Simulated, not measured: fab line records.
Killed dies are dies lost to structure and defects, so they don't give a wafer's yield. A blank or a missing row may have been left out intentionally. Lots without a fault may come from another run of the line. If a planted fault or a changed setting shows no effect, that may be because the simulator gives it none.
Chamber matching    flow nand-harc    4 sister chambers for NHARC_A_M1_CMP_23 on cmp-04
The step polishes, t overpolish 20 s, target thk 154.34 nm. 18 wafers are shown with their chamber, then 9 later ones without.

## WAFERS PAIRED WITH THEIR CHAMBERS
wafer   chamber  motor-current-A (A)  time-to-endpoint-s (s)
L287.2  1        14.7                 28.4
L287.5  2        11.0                 30.2
L287.6  3        11.1                 32.2
L285.2  3        11.9                 27.7
L285.3  2        11.4                 29.3
L285.6  2        12.0                 28.8
L290.2  3        11.9                 25.3
L290.3  0        15.2                 26.2
L290.6  3        11.0                 29.2
L289.3  1        14.7                 30.3
L289.4  2        11.6                 29.1
L289.5  1        15.2                 28.4
L296.1  2        11.1                 31.7
L296.5  2        11.8                 30.3
L296.6  3        11.7                 28.2
L298.2  1        14.8                 30.6
L298.3  2        11.7                 28.9
L298.5  2        11.8                 29.6

SIGNATURES, as means of the wafers listed above
reading             chamber 0  chamber 1  chamber 2  chamber 3  scatter within a chamber
motor-current-A     15.200     14.850     11.550     11.520     0.36
time-to-endpoint-s  26.200     29.425     29.738     28.520     1.6
Rule: for each reading, subtract the chamber's mean from the wafer's reading, divide by that reading's scatter and square the result; add these up over the readings and take the root, which gives the wafer's distance from the chamber. If the next closest chamber is less than 2 further off than the closest, the wafer can't be placed; otherwise it belongs to the closest. How the scatter is found: for the shown wafers, subtract from each reading the mean of its chamber, square and add these, divide the total by (wafers less chambers), then take the root.

## WAFERS MISSING THEIR CHAMBER
wafer   motor-current-A (A)  time-to-endpoint-s (s)
L301.1  11.7                 29.2
L301.3  14.6                 29.4
L301.5  15.1                 28.1
L304.2  11.6                 28.2
L304.3  14.9                 26.9
L304.6  11.9                 28.9
L305.1  11.6                 30.8
L305.3  14.2                 29.5
L305.5  15.4                 28.6

## EACH ONE'S CHAMBER
wafer   from the rows above      in truth
L301.1  can't be placed: 2 or 3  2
L301.3  can't be placed: 1 or 0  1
L301.5  can't be placed: 1 or 0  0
L304.2  can't be placed: 3 or 2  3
L304.3  can't be placed: 0 or 1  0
L304.6  can't be placed: 3 or 2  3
L305.1  can't be placed: 2 or 3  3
L305.3  can't be placed: 1 or 0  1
L305.5  can't be placed: 0 or 1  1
Correctly placed: 0 of 9. Cannot be placed on the basis of these rows: 9; the candidates contain the true chamber in 9. Number placed wrongly: 0.
